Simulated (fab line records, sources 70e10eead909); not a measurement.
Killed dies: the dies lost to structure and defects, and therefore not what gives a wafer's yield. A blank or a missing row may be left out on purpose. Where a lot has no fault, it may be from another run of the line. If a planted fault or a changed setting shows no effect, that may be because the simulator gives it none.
Matching of chambers || flow nand_harc || NHARC_A_M0_ETCH_34 on rie_diel-07 has 4 sister chambers
The step etches the open film in N2/H2, target depth 40 nm, overetch 12 nm, time 43.94 s. 4 wafers are shown with their chamber, then 8 later ones without.

== WAFERS PAIRED WITH THEIR CHAMBERS ==
{"wafer": "L082.1", "chamber": 0, "drypump_motor_current_A (A)": 6.6}
{"wafer": "L082.4", "chamber": 2, "drypump_motor_current_A (A)": 5.7}
{"wafer": "L082.5", "chamber": 3, "drypump_motor_current_A (A)": 5.5}
{"wafer": "L082.2", "chamber": 1, "drypump_motor_current_A (A)": 5.6}

== WAFERS WHOSE CHAMBER IS MISSING ==
{"wafer": "L082.3", "drypump_motor_current_A (A)": 5.5}
{"wafer": "L082.6", "drypump_motor_current_A (A)": 5.7}
{"wafer": "L093.2", "drypump_motor_current_A (A)": 5.5}
{"wafer": "L093.5", "drypump_motor_current_A (A)": 6.7}
{"wafer": "L093.6", "drypump_motor_current_A (A)": 5.5}
{"wafer": "L094.3", "drypump_motor_current_A (A)": 5.6}
{"wafer": "L094.4", "drypump_motor_current_A (A)": 5.5}
{"wafer": "L094.6", "drypump_motor_current_A (A)": 5.6}

== WHICH CHAMBER EACH ONE RAN IN ==
{"wafer": "L082.3", "from the rows above": 3, "in truth": 3}
{"wafer": "L082.6", "from the rows above": 2, "in truth": 2}
{"wafer": "L093.2", "from the rows above": 3, "in truth": 3}
{"wafer": "L093.5", "from the rows above": 0, "in truth": 0}
{"wafer": "L093.6", "from the rows above": 3, "in truth": 3}
{"wafer": "L094.3", "from the rows above": 1, "in truth": 1}
{"wafer": "L094.4", "from the rows above": 3, "in truth": 3}
{"wafer": "L094.6", "from the rows above": 1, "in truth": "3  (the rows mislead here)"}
7 of 8 placed correctly. Number that these rows cannot place: 0. Wrongly placed: 1.
How it was worked out, from the rows above alone: a wafer's distance from a chamber is the root of the sum, over the readings, of the square of ((its reading less the chamber's mean) divided by the reading's scatter). If the next closest chamber is less than 2 further off than the closest, the wafer can't be placed; otherwise it belongs to the closest. A chamber's mean is the mean of its shown wafers. The scatter: root of mean squared gap, hidden wafer to nearest shown wafer, with one shown wafer a chamber.
